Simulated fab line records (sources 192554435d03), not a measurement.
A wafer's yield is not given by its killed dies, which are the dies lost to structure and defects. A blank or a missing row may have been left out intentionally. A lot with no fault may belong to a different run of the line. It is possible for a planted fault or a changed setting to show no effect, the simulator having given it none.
Split-lot trial | flow n5_finfet | 21 wafers read from 7 lots, route of 1938 steps

## THE SPLIT
At N5_BEOL_M6_ETCH_62 (etches SOC in N2/H2, target depth 110 nm, overetch 22 nm, time 165 s), the setting time_s was moved away from the recipe's 165 s on 6 of the 21 wafers read, by -20.8% to +18.8%. For the rest of the wafers, this setting stayed at what the recipe calls for.

The reading comes from the split's own step.

## THE READING
SiARC_of_BEOL_M6_COAT_60.thk_nm (the simulator's own value, which no gauge read), in nm, at N5_BEOL_M6_ETCH_62 (etches SOC in N2/H2, target depth 110 nm, overetch 22 nm, time 165 s). No usual value for it is given in the file. Here, 15 wafers ran the recipe; their average is 28.4 nm with a standard deviation of 0.13 nm.

wafer  | tool, chamber at the split | time_s as run, s | against the recipe | SiARC_of_BEOL_M6_COAT_60.thk_nm, nm | against lot-mates on the recipe
L074.1 | rie_diel-03, 2,0           | 196.1            | +18.8%             | 27.2                                | -1.2
L074.2 | rie_diel-03, 2,0           | 196.1            | +18.8%             | 27.2                                | -1.2
L074.5 | rie_diel-03, 3             | 165              | recipe             | 28.4                                | -
L079.1 | rie_diel-03, 2             | 165              | recipe             | 28.4                                | -
L079.2 | rie_diel-03, 3             | 165              | recipe             | 28.6                                | -
L079.5 | rie_diel-03, 1             | 165              | recipe             | 28.2                                | -
L081.2 | rie_diel-05, 3,2           | 165              | recipe             | 28.6                                | -
L081.4 | rie_diel-05, 3,2           | 165              | recipe             | 28.6                                | -
L081.5 | rie_diel-05, 3             | 165              | recipe             | 28.6                                | -
L083.4 | rie_diel-05, 0             | 165              | recipe             | 28.4                                | -
L083.5 | rie_diel-05, 3             | 130.6            | -20.8%             | 29.8                                | +1.4
L083.6 | rie_diel-05, 0             | 130.6            | -20.8%             | 29.8                                | +1.4
L092.1 | rie_diel-03, 0             | 165              | recipe             | 28.4                                | -
L092.4 | rie_diel-03, 1             | 150.4            | -8.8%              | 29                                  | +0.7
L092.6 | rie_diel-03, 1             | 165              | recipe             | 28.2                                | -
L095.1 | rie_diel-03, 3             | 165              | recipe             | 28.4                                | -
L095.2 | rie_diel-03, 0             | 165              | recipe             | 28.4                                | -
L095.6 | rie_diel-03, 3             | 165              | recipe             | 28.4                                | -
L094.2 | rie_diel-05, 1             | 165              | recipe             | 28.4                                | -
L094.3 | rie_diel-05, 3             | 136.4            | -17.3%             | 29.6                                | +1.1
L094.4 | rie_diel-05, 0             | 165              | recipe             | 28.6                                | -
The file does not say which wafer passed through which chamber wherever a row lists several chambers: such a row stands for several wafers.

THE FIT
A straight line over all 21 wafers: SiARC_of_BEOL_M6_COAT_60.thk_nm changes by -0.0656 nm for each +1% of time_s; r = -0.98; the points scatter about the line by 0.12 nm.
The same after taking each lot's own level away (the mean of its wafers on the recipe; 21 wafers): -0.0656 nm for each +1%; r = -0.99; scatter 0.085 nm.
That fit puts the effect of the largest move of time_s on the reading at 1.4 nm.
Measured against the standard deviation above, the lots' own levels, which go from 28.30 to 28.60 nm, span 2.3 times it.
The two slopes agree, so the slope changes little with the lot-to-lot level.
Check: +1.37 nm against its lot-mates is what the line predicts for one of the wafers moved furthest among these (-20.8%) when that wafer is left out of the fit. Against them it came out at +1.4 nm.

## THE WHOLE CHAIN: every reading that the file lists as answering this split, in the file's order
step                  | what it does                                                         | reading                                                                          | change (the file's fit)                                                              | r (the file's)
N5_BEOL_M6_ETCH_62    | etches SOC in N2/H2, target depth 110 nm, overetch 22 nm, time 165 s | SiARC_of_BEOL_M6_COAT_60.thk_nm (the simulator's own value, which no gauge read) | -0.0659 nm for each +1% of the setting                                               | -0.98
N5_BEOL_M6_HM_OPEN_17 | chemistry Cl2/BCl3, target TiN, target depth 20 nm, overetch 6 nm    | etch.depth_nm (the simulator's own value, which no gauge read)                   | not straight: 19.95 at the lowest setting, 19.98 at the recipe, 17.08 at the highest | not given

## FILE'S OWN FIT
SiARC_of_BEOL_M6_COAT_60.thk_nm changes by -0.0659 nm for each +1% of time_s, r = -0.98.
